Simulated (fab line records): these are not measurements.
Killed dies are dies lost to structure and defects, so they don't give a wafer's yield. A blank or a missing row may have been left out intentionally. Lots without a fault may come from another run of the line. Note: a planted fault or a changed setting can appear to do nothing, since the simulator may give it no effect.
Problem report in the 8D (eight disciplines) form, filled by code    flow nand harc    the parts of the form that need people (team, actions taken, sign-off) are left out

1. WHAT WENT WRONG
Wafers without a fault read 80.0 nm, standard deviation 0.59; cd nm at NHARC_A_M0_CD_MEAS_09 reads a mean of 55.2 nm on 9 wafers belonging to 3 lots. That puts it -42 standard deviations away from the usual mean.
The step: target cd 80 nm.
The first sign was on wafer L627.1 at day 28 05:44, on cd sem-01. At this step, 45 wafers from 15 lots have a number in the record. Rule for "out" (also "out of limits"): further than 4 standard deviations from the usual mean. The rest of the wafers with a number are treated as sound.

2. WHAT IT IS, WHAT IT ISN'T
question                     is                      is not
which readings at this step  cd nm                   -
which lots                   L627, L628, L629        L614, L615, L616, L617, L618, L620, L621, L625, L626, L630, L632, L637
which wafers of those lots   all that have a number  -
read on which gauges         cd sem-01               cd sem-02, cd sem-03
when                         from day 28 05:44       up to then (21 sound wafers); but 15 sound wafers of L625, L626, L630, L632, L637 came after

3. WHAT RULES OUT EACH SUSPECT
Counting: a tool stays on the suspect list if, at a process step up to the reading, it processed all lots that are out and no sound lot following the first of them.
- ruled out: the gauge at NHARC_A_M0_CD_MEAS_09. All the wafers that are out were read on cd sem-01, but those of them that NHARC_A_M0_EXPOSE_06 has rows for are out there too, on other tools.
- arfi scanner-01 at NHARC_A_M0_EXPOSE_06 (exposes mask A M0, target cd 80 nm): kept. It processed each lot that is out, first L627 at day 28 05:35, and no sound lot thereafter; up to then, the last sound lot it processed was L618 at day 24 10:43. Out on those wafers are its own readings of exposure dose mJ cm2.
Remaining after the count: arfi scanner-01 at NHARC_A_M0_EXPOSE_06.

4. THE CAUSE (what the simulator had put in)
Drift in process parameters on arfi scanner-01 at NHARC_A_M0_EXPOSE_06, starting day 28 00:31. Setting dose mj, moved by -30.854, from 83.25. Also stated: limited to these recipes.
Only this tool survived the counting.

5. SEQUENCE OF EFFECTS, ordered by route
Each row: a reading where the mean over the struck wafers with a number is more than 3 standard deviations away from the usual. Only readings whose record carries a usual standard deviation are examined. hours: median over the lots of the time between each lot's start at the first step of this table that gives one and its start at this step. sigmas: the change, counted in usual standard deviations.
hours  step                   reading               usual    on struck wafers  change  sigmas
0      NHARC_A_M0_EXPOSE_06   exposure dose mJ cm2  83.24    57.27             -25.97  -99 or more
0      NHARC_A_M0_CD_MEAS_09  cd nm                 80.0 nm  55.2              -24.8   -42
Here are the process steps it includes:
- NHARC_A_M0_EXPOSE_06: exposes mask A M0, target cd 80 nm.
Later steps that measure or inspect, where all struck wafers having a row at the step show a number for every such reading and not one has moved that far: NHARC_A_M0_INSPECT_11.

6. HOW IT WOULD HAVE BEEN CAUGHT EARLIER
5 hours passed between the start of the fault at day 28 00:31 and the first reading out of limits at a measuring or inspecting step in this record, taken at day 28 05:44.
The tool's own readings at NHARC_A_M0_EXPOSE_06 were out on every struck wafer that the step has a row for (exposure dose mJ cm2): an alarm limit on them would have fired on the first of those.
L628, L629, from the lots that are out (3), started NHARC_A_M0_EXPOSE_06 on arfi scanner-01 later than day 28 05:44. A hold on the tool at that time would have spared those 2.
